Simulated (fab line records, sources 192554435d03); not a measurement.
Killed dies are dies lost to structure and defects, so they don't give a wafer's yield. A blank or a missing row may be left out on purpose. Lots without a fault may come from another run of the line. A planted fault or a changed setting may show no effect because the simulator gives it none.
Chamber matching | flow n5_finfet | N5_BEOL_M1_ETCH_63 on rie_diel-02: 4 sister chambers
The step etches SiARC in CF4, target depth 15.6 nm, time 26 s. 16 wafers are shown with their chamber, then 8 later ones without.

WAFERS WITH THEIR CHAMBER
wafer  | chamber | drypump_motor_current_A (A) | etch_rf_on_time_s (s) | throttle_valve_pct (%)
L076.2 | 1       | 5.7                         | 25.6                  | 15.30
L076.3 | 0       | 5.1                         | 25.7                  | 15.67
L076.4 | 2       | 6.4                         | 26.7                  | 15.71
L078.1 | 3       | 5.5                         | 25.1                  | 15.70
L078.2 | 0       | 5.1                         | 25.4                  | 15.67
L078.3 | 2       | 6.5                         | 26.4                  | 15.71
L080.2 | 0       | 5.1                         | 25.8                  | 15.70
L080.3 | 1       | 5.7                         | 25.6                  | 15.30
L080.6 | 2       | 6.5                         | 26.8                  | 15.72
L081.2 | 2       | 6.5                         | 26.9                  | 15.72
L081.3 | 0       | 5.1                         | 26.3                  | 15.69
L081.4 | 1       | 5.8                         | 25.7                  | 15.31
L083.1 | 1       | 5.8                         | 25.6                  | 15.31
L083.5 | 3       | 5.6                         | 25.6                  | 15.22
L083.6 | 2       | 6.4                         | 26.5                  | 15.74
L085.3 | 2       | 6.5                         | 26.9                  | 15.75

SIGNATURES (means of the wafers above)
reading                 | chamber 0 | chamber 1 | chamber 2 | chamber 3 | scatter within a chamber
drypump_motor_current_A | 5.100     | 5.750     | 6.467     | 5.550     | 0.0486
etch_rf_on_time_s       | 25.800    | 25.625    | 26.700    | 25.350    | 0.254
throttle_valve_pct      | 15.6825   | 15.3050   | 15.7250   | 15.4600   | 0.0989
Rule: a wafer's distance from a chamber is the root of the sum, over the readings, of the square of ((its reading less the chamber's mean) divided by the reading's scatter). The wafer belongs to the nearest chamber; if the next one is less than 2 further off, it can't be placed. The scatter: the root of (the sum of the squares of (reading less its chamber's mean) over the shown wafers, divided by (wafers less chambers)).

WAFERS WITHOUT THEIR CHAMBER
wafer  | drypump_motor_current_A (A) | etch_rf_on_time_s (s) | throttle_valve_pct (%)
L085.4 | 5.1                         | 26.2                  | 15.69
L085.5 | 5.6                         | 26.0                  | 15.25
L088.3 | 5.0                         | 25.5                  | 15.72
L088.4 | 5.6                         | 25.4                  | 15.24
L088.5 | 5.8                         | 25.9                  | 15.34
L091.3 | 5.1                         | 25.7                  | 15.72
L091.4 | 5.6                         | 25.6                  | 15.26
L091.5 | 6.4                         | 26.3                  | 15.78

WHICH CHAMBER EACH WENT THROUGH
wafer  | from the rows above     | in truth
L085.4 | 0                       | 0
L085.5 | can't be placed: 1 or 3 | 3
L088.3 | 0                       | 0
L088.4 | can't be placed: 3 or 1 | 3
L088.5 | 1                       | 1
L091.3 | 0                       | 0
L091.4 | can't be placed: 3 or 1 | 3
L091.5 | 2                       | 2
Placed correctly: 5 of 8. Can't be placed from these rows: 3 (the true chamber is among the candidates in 3). Placed wrongly: 0.
